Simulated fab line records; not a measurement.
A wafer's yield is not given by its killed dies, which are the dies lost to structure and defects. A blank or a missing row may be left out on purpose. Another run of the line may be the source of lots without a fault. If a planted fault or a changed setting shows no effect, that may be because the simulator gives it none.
Chamber matching / flow n5_finfet / rie_diel-02 running N5_BEOL_M3_ETCH_64: 4 sister chambers
The step etches SOC in N2/H2, target depth 75 nm, overetch 15 nm, time 112.5 s. 4 wafers are shown with their chamber, then 8 later ones without.

EACH WAFER AND ITS CHAMBER
wafer=L081.2; chamber=2; throttle_valve_pct (%)=17.67
wafer=L087.5; chamber=3; throttle_valve_pct (%)=18.19
wafer=L087.6; chamber=0; throttle_valve_pct (%)=17.45
wafer=L085.1; chamber=1; throttle_valve_pct (%)=17.67

WAFERS MISSING THEIR CHAMBER
wafer=L085.3; throttle_valve_pct (%)=18.20
wafer=L085.4; throttle_valve_pct (%)=17.45
wafer=L089.3; throttle_valve_pct (%)=17.24
wafer=L089.4; throttle_valve_pct (%)=17.23
wafer=L089.6; throttle_valve_pct (%)=17.67
wafer=L096.4; throttle_valve_pct (%)=17.28
wafer=L096.5; throttle_valve_pct (%)=17.48
wafer=L096.6; throttle_valve_pct (%)=17.70

EACH ONE'S CHAMBER
wafer=L085.3; from the rows above=3; in truth=3
wafer=L085.4; from the rows above=can't be placed: 0 or 1 or 2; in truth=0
wafer=L089.3; from the rows above=can't be placed: 0 or 1 or 2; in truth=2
wafer=L089.4; from the rows above=can't be placed: 0 or 1 or 2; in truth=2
wafer=L089.6; from the rows above=can't be placed: 1 or 2 or 0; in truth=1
wafer=L096.4; from the rows above=can't be placed: 0 or 1 or 2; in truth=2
wafer=L096.5; from the rows above=can't be placed: 0 or 1 or 2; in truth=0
wafer=L096.6; from the rows above=can't be placed: 1 or 2 or 0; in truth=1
Placed correctly: 1 of 8. These rows do not allow placing 7 (true chamber among the candidates in 7). Placed wrongly: 0.
How it was worked out, from the rows above alone: a wafer's distance from a chamber is the root of the sum, over the readings, of the square of ((its reading less the chamber's mean) divided by the reading's scatter). The wafer belongs to the nearest chamber; if the next one is less than 2 further off, it can't be placed. A chamber's mean is the mean of its shown wafers. The scatter: root of mean squared gap, hidden wafer to nearest shown wafer, with one shown wafer a chamber.
